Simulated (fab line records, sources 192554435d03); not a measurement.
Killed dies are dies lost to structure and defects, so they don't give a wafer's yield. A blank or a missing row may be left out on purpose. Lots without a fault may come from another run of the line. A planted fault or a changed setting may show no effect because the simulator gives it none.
fab line records | flow n5_finfet
record lots=6 wafers=16 last_day=16
route steps=1938 shown BEOL_M11@1567 PASSIVATION@1936
lots that met no fault: from a run of the same line without faults
start_h: hours from the record's first day to the start of the lot's first wafer shown | wait_h: hours since the lot's step before | " the same as in the row above | L1.1+2: a row that stands for several wafers | - no value, or no start given | * or withheld: withheld | < > ~ a bound
route shown NAME@n: a module of which the file shows steps, and the number in the route of the first | usual: mean/standard deviation of fault-free wafers | same: alike in all rows | chamber/n: place in a boat | sites: the reading at each site | _std_site: their standard deviation | _edge_site: outer sites' mean less inner sites' | radius_mm: how far each site lies from the wafer's centre | mask NAME#n: copy n | behind: the tool/chamber that last shaped the wafer | hold: why the lot was held/for how many hours/how that ended | device: the transistor (n, p or np) that didn't switch | end of line: the same wafers' tests at the end of the route | a step without rows: its recipe alone | killed: dies lost to structure and defects at the first sort, not the wafer's yield | map: a wafer's dies, x killed, . not, _ none there
set.NAME: the setting as run; set.NAME@STEP: as run at that earlier step | model.NAME: the simulator's own value behind a step, which no gauge read
lots at some steps of the route; a table a step, a row a wafer
services: from which hour (start_h, from the record's first day; less than 0 if before it) a tool's chamber was out of use, for how many hours, and why
## steps
# step N5_BEOL_M11_DEVELOP_27
# recipe develop_time_s=30 developer=TMAH resist=CAR-ArF rinse_liquid=diw dry=air_spin dev_temp_c=23
# step N5_BEOL_M11_CD_MEAS_28
# recipe target_cd_nm=70 landing_energy_ev=500 detector=se_inlens polarity=opening
# usual cd_nm=69.7/1.3
# columns lot.wafer tool chamber start_h wait_h cd_nm
L423.2 cd_sem-01 0 227.16 - 69.7
L423.3 " 0 " " 70.7
L423.4 " 0 " " 67.9
L425.1 cd_sem-01 0 245.43 - 69.0
L425.2 " 0 " " 69.5
L425.6 " 0 " " 70.6
L431.3 cd_sem-02 0 302.15 - 69.4
L431.6 " 0 " " 69.5
L437.1 cd_sem-03 0 322.88 - 69.3
L437.2 " 0 " " 69.3
L437.6 " 0 " " 70.8
L438.1 cd_sem-02 0 323.35 - 69.0
L438.4 " 0 " " 70.5
L438.6 " 0 " " 69.8
L435.3 cd_sem-02 0 328.35 - 69.2
L435.6 " 0 " " 70.5
# step N5_BEOL_M11_OVL_MEAS_29
# recipe points_per_wafer=44
# usual V10_OVL=0.6/0.65
# columns lot.wafer tool chamber start_h wait_h V10_OVL[nm]
L423.2 overlay-01 0 227.19 0.0 0.1
L423.3 " 0 " " 0.5
L423.4 " 0 " " 0.5
L425.1 overlay-01 0 245.46 0.0 0.3
L425.2 " 0 " " 1.9
L425.6 " 0 " " 0.2
L431.3 overlay-01 0 302.18 0.0 0.4
L431.6 " 0 " " -0.2
L437.1 overlay-01 0 322.91 0.0 2.0
L437.2 " 0 " " 1.6
L437.6 " 0 " " 1.6
L438.1 overlay-01 0 323.39 0.0 0.7
L438.4 " 0 " " -0.6
L438.6 " 0 " " 0.0
L435.3 overlay-01 0 328.38 0.0 -0.2
L435.6 " 0 " " 0.7
# step N5_BEOL_M11_INSPECT_30
# recipe mode=adi inspect_instrument=brightfield
# usual raw_defect_count=398/89
# columns lot.wafer tool chamber start_h wait_h raw_defect_count
L423.2 defect_inspect-01 - 227.22 0.0 417
L423.3 " - " " 379
L423.4 " - " " 322
L425.1 defect_inspect-02 - 245.48 0.0 547
L425.2 " - " " 462
L425.6 " - " " 526
L431.3 defect_inspect-01 - 302.20 0.0 534
L431.6 " - " " 404
L437.1 defect_inspect-02 - 322.93 0.0 393
L437.2 " - " " 347
L437.6 " - " " 350
L438.1 defect_inspect-01 - 323.41 0.0 415
L438.4 " - " " 434
L438.6 " - " " 433
L435.3 defect_inspect-02 - 328.41 0.0 295
L435.6 " - " " 238
# step N5_BEOL_M11_DESCUM_33
# recipe chemistry=O2 time_s=7.9 source_power_w=50 bias_power_w=20 pressure_mtorr=20 rf_frequency_hz=2.712e+07 temp_c=40 resist=CAR-ArF o2_flow_sccm=225
# usual drypump_motor_current_A=5.5/0.37 oes_product_au=0.79/0.084 rf_vpp_V=243.1/1.4 showerhead_plenum_p_Torr=2.10/0.069 throttle_valve_pct=20.52/0.22
# columns lot.wafer tool chamber start_h wait_h drypump_motor_current_A oes_product_au rf_hours_counter_h rf_vpp_V showerhead_plenum_p_Torr throttle_valve_pct
L423.2 rie_diel-04 3 227.60 0.4 5.4 0.71 212 245.1 2.18 20.61
L423.3 " 2 " " 5.7 0.71 180 240.9 2.01 20.45
L423.4 " 2 " " 5.7 0.70 - 241.0 2.01 20.46
L425.1 rie_diel-02 2 245.52 0.0 5.8 0.91 32 242.5 2.05 20.18
L425.2 " 3 " " 5.7 0.85 60 244.2 2.23 20.78
L425.6 " 3 " " 5.7 0.85 - 245.7 2.23 20.79
L431.3 rie_diel-02 0 302.67 0.5 4.8 0.94 15 242.0 2.07 20.47
L431.6 " 1 " " 6.0 0.69 - 241.6 2.09 20.82
L437.1 rie_diel-04 0 323.05 0.1 5.7 0.81 92 242.0 2.06 20.57
L437.2 " 1 " " 4.9 0.92 16 242.3 2.04 20.26
L437.6 " 3 " " 5.4 0.69 - 243.7 2.17 20.65
L438.1 rie_diel-04 3 323.53 0.1 5.4 0.69 238 243.9 2.17 20.66
L438.4 " 2 " " 5.7 0.69 205 240.4 2.00 20.48
L438.6 " 3 " " 5.4 0.69 - 244.1 2.17 20.67
L435.3 rie_diel-02 3 328.44 0.0 5.7 0.81 85 246.7 2.22 20.83
L435.6 " 2 " " 5.8 0.86 - 243.0 2.05 20.20
# step N5_BEOL_M11_ETCH_65
# recipe chemistry=CF4 target=SiARC target_depth_a=390 mask_material=CAR-ArF time_s=65 ion_energy_ev=80 pressure_mtorr=40 source_w=545 bias_w=36 Ar_flow_sccm=100 cf4_flow_sccm=100 ends=cleared
# step N5_BEOL_M11_ETCH_66
# recipe chemistry=N2/H2 target=SOC target_depth_a=1200 overetch_a=240 mask_material=SiARC temp_c=40 time_s=180 ion_energy_ev=200 pressure_mtorr=30 source_w=840 bias_w=150 n2_flow_sccm=200 h2_flow_sccm=200
# usual drypump_motor_current_A=5.6/0.36 oes_product_au=0.64/0.066 rf_vpp_V=523.8/2.4 showerhead_plenum_p_Torr=2.55/0.095 throttle_valve_pct=17.89/0.22
# columns lot.wafer tool chamber start_h wait_h drypump_motor_current_A oes_product_au rf_hours_counter_h rf_vpp_V showerhead_plenum_p_Torr throttle_valve_pct
L423.2 rie_diel-04 3 227.69 0.0 5.4 0.57 212 526.6 2.63 17.97
L423.3 " 2 " " 5.7 0.57 181 520.2 2.41 17.71
L423.4 " 2 " " 5.7 0.59 - 519.4 2.41 17.70
L425.1 rie_diel-02 2 245.60 0.0 5.8 0.72 32 522.3 2.47 17.39
L425.2 " 3 " " 5.7 0.69 60 527.1 2.70 18.25
L425.6 " 3 " " 5.7 0.69 - 528.0 2.70 18.24
L431.3 rie_diel-02 0 302.76 0.0 4.8 0.75 15 523.2 2.51 17.91
L431.6 " 1 " " 5.9 0.55 - 524.1 2.48 17.94
L437.1 rie_diel-04 0 323.14 0.0 5.7 0.66 92 523.3 2.46 17.83
L437.2 " 1 " " 5.0 0.74 16 522.4 2.49 17.62
L437.6 " 3 " " 5.4 0.56 - 526.0 2.62 17.99
L438.1 rie_diel-04 3 323.62 0.0 5.4 0.56 239 525.3 2.62 18.00
L438.4 " 2 " " 5.7 0.56 205 520.2 2.40 17.75
L438.6 " 3 " " 5.4 0.56 - 526.0 2.62 18.01
L435.3 rie_diel-02 3 328.53 0.0 5.7 0.66 85 527.7 2.69 18.30
L435.6 " 2 " " 5.8 0.70 - 521.3 2.46 17.45
# step N5_BEOL_M11_STRIP_69
# recipe chemistry=N2/H2 temp_c=40 n2_flow_sccm=200 h2_flow_sccm=200 rf_frequency_hz=6e+07
# step N5_BEOL_M11_VIA_ETCH_34
# recipe chemistry=C4F6/O2 target=SiCOH_lowk target_depth_a=1845 mask_material=SOC taper_deg=4 time_s=69.2 ion_energy_ev=250 pressure_mtorr=30 source_w=345 bias_w=185 Ar_flow_sccm=300 C4F6_flow_sccm=10 O2_flow_sccm=10
# usual C4F6_flow_sccm=10.001/0.029 drypump_motor_current_A=5.6/0.37 oes_product_au=0.79/0.083 rf_vpp_V=677/20 showerhead_plenum_p_Torr=2.85/0.087 throttle_valve_pct=20.94/0.18
# columns lot.wafer tool chamber start_h wait_h C4F6_flow_sccm drypump_motor_current_A oes_product_au rf_hours_counter_h rf_vpp_V showerhead_plenum_p_Torr throttle_valve_pct
L423.2 rie_diel-04 3 227.81 0.0 10.028 5.4 0.70 212 656 2.94 21.03
L423.3 " 2 " " 9.990 5.7 0.71 181 654 2.72 20.84
L423.4 " 2 " " 9.994 5.7 0.71 - 656 2.72 20.85
L425.1 rie_diel-02 2 245.73 0.0 9.972 5.8 0.90 32 657 2.81 20.66
L425.2 " 3 " " 10.071 5.7 0.87 60 667 2.97 20.97
L425.6 " 3 " " 10.017 5.7 0.86 - 667 2.97 20.96
L431.3 rie_diel-02 0 302.88 0.0 9.927 4.8 0.95 15 679 2.84 21.08
L431.6 " 1 " " 9.982 6.0 0.69 - 713 2.79 21.04
L437.1 rie_diel-04 0 323.26 0.0 10.062 5.7 0.80 92 687 2.78 20.96
L437.2 " 1 " " 10.043 5.0 0.91 16 701 2.78 20.71
L437.6 " 3 " " 10.016 5.4 0.69 - 654 2.93 21.05
L438.1 rie_diel-04 3 323.74 0.0 10.009 5.4 0.69 239 656 2.93 21.04
L438.4 " 2 " " 9.953 5.7 0.69 205 656 2.71 20.88
L438.6 " 3 " " 10.036 5.4 0.69 - 656 2.93 21.06
L435.3 rie_diel-02 3 328.65 0.0 9.963 5.7 0.83 85 664 2.95 21.02
L435.6 " 2 " " 9.997 5.8 0.87 - 655 2.79 20.70
# step N5_BEOL_M11_STRIP_73
# recipe chemistry=C4F6/O2 resist=SiARC rf_frequency_hz=6e+07
# step N5_BEOL_M11_STRIP_36
# recipe chemistry=N2/H2 power_w=450 temp_c=40 pressure_mtorr=20 rf_frequency_hz=6e+07 overash_fraction=0.3 bias_power_w=7 h2_frac=0.5 n2_flow_sccm=200 h2_flow_sccm=200
# step N5_BEOL_M11_TRENCH_ETCH_37
# recipe chemistry=C4F6/O2 target_depth_a=1488.3 target=SiCOH_lowk time_s=48 ion_energy_ev=250 pressure_mtorr=30 source_w=345 bias_w=185 Ar_flow_sccm=300 C4F6_flow_sccm=10 O2_flow_sccm=10
# usual C4F6_flow_sccm=10.002/0.027 drypump_motor_current_A=5.6/0.36 oes_product_au=0.79/0.083 rf_vpp_V=677/20 showerhead_plenum_p_Torr=2.85/0.087 throttle_valve_pct=20.96/0.18
# columns lot.wafer tool chamber start_h wait_h C4F6_flow_sccm drypump_motor_current_A oes_product_au rf_hours_counter_h rf_vpp_V showerhead_plenum_p_Torr throttle_valve_pct
L423.2 rie_diel-04 3 - - 9.985 5.4 0.70 212 656 2.94 21.06
L423.3 " 2 " " 10.000 5.7 0.70 181 655 2.72 20.86
L423.4 " 2 " " 10.007 5.7 0.71 - 655 2.72 20.88
L425.1 rie_diel-02 2 - - 10.031 5.8 0.89 32 655 2.81 20.70
L425.2 " 3 " " 10.027 5.7 0.86 60 667 2.97 21.03
L425.6 " 3 " " 10.007 5.7 0.86 - 666 2.97 21.00
L431.3 rie_diel-02 0 - - 10.002 4.7 0.94 15 680 2.84 21.12
L431.6 " 1 " " 9.989 6.0 0.69 - 713 2.79 21.04
L437.1 rie_diel-04 0 - - 9.923 5.6 0.81 92 688 2.78 20.99
L437.2 " 1 " " 10.040 5.0 0.91 16 701 2.78 20.75
L437.6 " 3 " " 9.980 5.4 0.70 - 657 2.93 21.06
L438.1 rie_diel-04 3 - - 9.995 5.4 0.69 239 655 2.93 21.08
L438.4 " 2 " " 9.991 5.7 0.69 205 654 2.71 20.89
L438.6 " 3 " " 9.969 5.4 0.69 - 655 2.93 21.08
L435.3 rie_diel-02 3 - - 10.085 5.7 0.82 86 664 2.96 21.03
L435.6 " 2 " " 10.029 5.8 0.86 - 654 2.79 20.72
# step N5_BEOL_M11_ETCH_41
# recipe chemistry=CH3F/O2 target=SiCN target_depth_a=426 taper_deg=2 time_s=86 ion_energy_ev=120 mask_material=TiN pressure_mtorr=30 source_w=395 bias_w=75 Ar_flow_sccm=150 CH3F_flow_sccm=30 O2_flow_sccm=20
# usual drypump_motor_current_A=5.5/0.36 oes_product_au=0.79/0.083 rf_vpp_V=297.4/1.6 showerhead_plenum_p_Torr=2.00/0.063 throttle_valve_pct=16.35/0.18
# columns lot.wafer tool chamber start_h wait_h drypump_motor_current_A oes_product_au rf_hours_counter_h rf_vpp_V showerhead_plenum_p_Torr throttle_valve_pct model.etch.depth_nm
L423.2 rie_diel-04 3 227.95 - 5.4 0.71 212 296.9 2.07 16.48 32.31
L423.3 " 2 " " 5.7 0.71 181 295.1 1.91 16.32 31.79
L423.4 " 2 " " 5.7 0.71 - 295.5 1.91 16.33 32.03
L425.1 rie_diel-02 2 245.87 - 5.8 0.89 32 296.2 1.97 16.03 32.73
L425.2 " 3 " " 5.7 0.85 60 298.6 2.09 16.40 32.79
L425.6 " 3 " " 5.7 0.86 - 299.1 2.09 16.42 32.79
L431.3 rie_diel-02 0 303.02 - 4.7 1.24 15 296.5 1.99 16.32 50.66
L431.6 " 1 " " 6.0 0.69 - 297.6 1.96 16.51 33.12
L437.1 rie_diel-04 0 323.40 - 5.7 0.80 92 295.9 1.95 16.32 31.77
L437.2 " 1 " " 5.0 0.90 16 296.7 1.95 16.13 31.51
L437.6 " 3 " " 5.4 0.68 - 298.9 2.06 16.52 32.52
L438.1 rie_diel-04 3 323.89 - 5.4 0.68 239 298.8 2.06 16.53 32.19
L438.4 " 2 " " 5.7 0.69 205 295.5 1.90 16.36 31.79
L438.6 " 3 " " 5.4 0.69 - 300.8 2.06 16.53 32.41
L435.3 rie_diel-02 3 328.79 - 5.7 1.08 86 298.4 2.08 16.46 48.12
L435.6 " 2 " " 5.8 0.87 - 297.6 1.96 16.05 33.31
# step N5_BEOL_M11_STRIP_77
# recipe chemistry=N2/H2 time_s=10 power_w=450 temp_c=40 pressure_mtorr=20 rf_frequency_hz=6e+07 bias_power_w=7 n2_flow_sccm=200 h2_flow_sccm=200
# usual drypump_motor_current_A=5.6/0.37 oes_product_au=0.79/0.084 rf_vpp_V=59.3/0.8 showerhead_plenum_p_Torr=2.54/0.095 throttle_valve_pct=23.75/0.29
# columns lot.wafer tool chamber start_h wait_h drypump_motor_current_A oes_product_au rf_hours_counter_h rf_vpp_V showerhead_plenum_p_Torr throttle_valve_pct
L423.2 rie_diel-04 3 - - 5.4 0.71 212 59.9 2.63 23.59
L423.3 " 2 " " 5.7 0.72 181 59.6 2.41 23.32
L423.4 " 2 " " 5.7 0.71 - 60.0 2.41 23.31
L425.1 rie_diel-02 2 - - 5.8 0.89 32 59.0 2.47 23.26
L425.2 " 3 " " 5.7 0.86 60 59.9 2.70 24.29
L425.6 " 3 " " 5.7 0.85 - 59.1 2.69 24.29
L431.3 rie_diel-02 0 - - 4.8 0.96 15 60.9 2.51 23.92
L431.6 " 1 " " 6.0 0.70 - 58.8 2.48 23.67
L437.1 rie_diel-04 0 - - 5.6 0.79 92 59.0 2.46 23.83
L437.2 " 1 " " 5.0 0.91 16 58.3 2.49 23.44
L437.6 " 3 " " 5.4 0.69 - 59.6 2.62 23.60
L438.1 rie_diel-04 3 - - 5.4 0.69 239 58.7 2.62 23.62
L438.4 " 2 " " 5.7 0.69 205 57.8 2.40 23.34
L438.6 " 3 " " 5.4 0.69 - 59.3 2.62 23.61
L435.3 rie_diel-02 3 - - 5.7 0.81 86 60.2 2.68 24.33
L435.6 " 2 " " 5.9 0.86 - 59.5 2.46 23.30
# step N5_PASSIVATION_PROBE_49
# usual defect_limited_yield=91.0/1.4 killed_at_M0_to_M3=35/10 killed_at_M4_up=14/5.5 killed_at_contacts=13/5.6 killed_at_front_end=41/11 killed_at_other=4/3.4 killed_dies=106/16 killed_on_rim=13/4 killed_open=68/12 killed_short=35/7.3 sort_bin_4_leakage=0.3/2.1 sort_bin_5_function=5.3/0.89 sort_bin_6_memory=3.4/0.67 sort_bin_8_speed=0.01/0.11 sort_n_pass=1070/28 sort_yield_pct=90.7/2.4
# same gross_dies=1180 killed_at_back_side=0
# columns lot.wafer tool chamber start_h wait_h defect_limited_yield[%] killed_at_M0_to_M3 killed_at_M4_up killed_at_contacts killed_at_front_end killed_at_other killed_dies killed_on_rim killed_open killed_short sort_bin_4_leakage[%] sort_bin_5_function[%] sort_bin_6_memory[%] sort_bin_8_speed[%] sort_n_pass sort_yield_pct[%]
L425.1 prober-01 - 303.40 0.0 89.4 46 9 13 56 1 125 12 89 29 0 6.7 3.1 0 1055 89.4
L425.2 prober-01 - 303.45 0.1 92.2 30 11 18 32 1 92 18 61 25 0.1 4.2 3.0 0 1087 92.1
L425.6 prober-01 - 303.65 0.3 90.1 37 9 28 43 0 117 19 81 32 0 6.2 3.3 0 1063 90.1
L431.3 prober-02 - 350.62 0.1 89.3 42 15 4 60 5 126 13 78 46 0 6.0 3.7 0 1054 89.3
L431.6 prober-02 - 350.77 0.3 88.6 58 24 11 33 9 135 16 90 41 0 6.4 4.7 0 1045 88.6
L435.3 prober-02 - 376.58 0.1 93.9 20 8 19 22 3 72 7 56 14 0 3.6 2.3 0 1108 93.9
# killed by level:class
L425.1 BEOL_M3:geometric_particle:open=17 STI_FIN_REVEAL:geometric_particle:open=16 BEOL_M2:geometric_particle:open=13 MOL_CONTACT_COAG:geometric_particle:open=9 DUMMY_GATE:geometric_particle:open=8 GATE_CUT:geometric_particle:short=8 HKMG_FIN:area_etch=7 BEOL_M0_SAQP:geometric_particle:open=5
L425.2 MOL_CONTACT_COAG:geometric_particle:open=14 BEOL_M3:geometric_particle:open=8 STI_FIN_REVEAL:geometric_particle:open=6 DUMMY_GATE:geometric_particle:open=5 BEOL_M0_SAQP:geometric_particle:open=5 BEOL_M2:geometric_particle:open=5 GATE_CUT:geometric_particle:short=4 MOL_CONTACT_COAG:geometric_particle:short=4
L425.6 MOL_CONTACT_COAG:geometric_particle:open=25 STI_FIN_REVEAL:geometric_particle:open=13 BEOL_M2:geometric_particle:open=10 BEOL_M2:geometric_particle:short=6 FIN_SAQP:geometric_particle:open=5 FIN_SAQP:geometric_particle:short=5 BEOL_M3:geometric_particle:open=5 BEOL_M0_SAQP:geometric_particle:open=5
L431.3 STI_FIN_REVEAL:geometric_particle:open=13 BEOL_M1:geometric_particle:open=12 FIN_SAQP:geometric_particle:open=11 FIN_SAQP:geometric_particle:short=11 BEOL_M0_SAQP:geometric_particle:short=10 DUMMY_GATE:geometric_particle:open=6 BEOL_M0_SAQP:geometric_particle:open=6 BEOL_M2:geometric_particle:open=6
L431.6 BEOL_M1:geometric_particle:open=21 MOL_CONTACT_COAG:geometric_particle:open=10 BEOL_M0_SAQP:geometric_particle:open=10 BEOL_M0_SAQP:geometric_particle:short=9 FIN_SAQP:geometric_particle:short=8 BEOL_M1:geometric_particle:short=8 BEOL_M5:geometric_particle:open=7 BEOL_M4:geometric_particle:open=6
L435.3 MOL_CONTACT_COAG:geometric_particle:open=16 STI_FIN_REVEAL:geometric_particle:open=7 BEOL_M1:geometric_particle:open=5 BEOL_M0_SAQP:geometric_particle:open=4 BEOL_M0:geometric_particle:open=4 BEOL_M3:geometric_particle:open=4 FIN_SAQP:geometric_particle:open=3 BEOL_M0_SAQP:geometric_particle:short=3
## services
# columns tool chamber start_h hours kind
rie_diel-04 0 222.79 11.3 repair
rie_diel-04 2 228.08 2.4 repair
rie_diel-02 0 234.65 - clean
rie_diel-02 0 234.65 - consumable_replace:focus_ring
rie_diel-02 0 234.65 19.3 scheduled_down
rie_diel-02 0 234.65 19.3 vent_cycle
rie_diel-04 1 249.86 - clean
rie_diel-04 1 249.86 - consumable_replace:focus_ring
rie_diel-04 1 249.86 12.2 scheduled_down
rie_diel-04 1 249.86 12.2 vent_cycle
## key
first_sign step=N5_BEOL_M11_ETCH_41 reading=oes_product_au direction=up sigmas=4.4 usual=0.79 struck=1.16
effect none on later readings
model_effect step=N5_BEOL_M11_ETCH_41 value=etch.depth_nm without=33.37 struck=49.39
met_at N5_BEOL_M11_ETCH_41
struck_wafers L431.3,L435.3
onset_between 245.87 303.02
fault kind=process_parameter_drift tool=rie_diel-02 chamber=- onset_h=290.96 steps=N5_BEOL_M11_ETCH_41 channel=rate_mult offset=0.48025 shape=step end_h=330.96 scope=struck_wafers_only
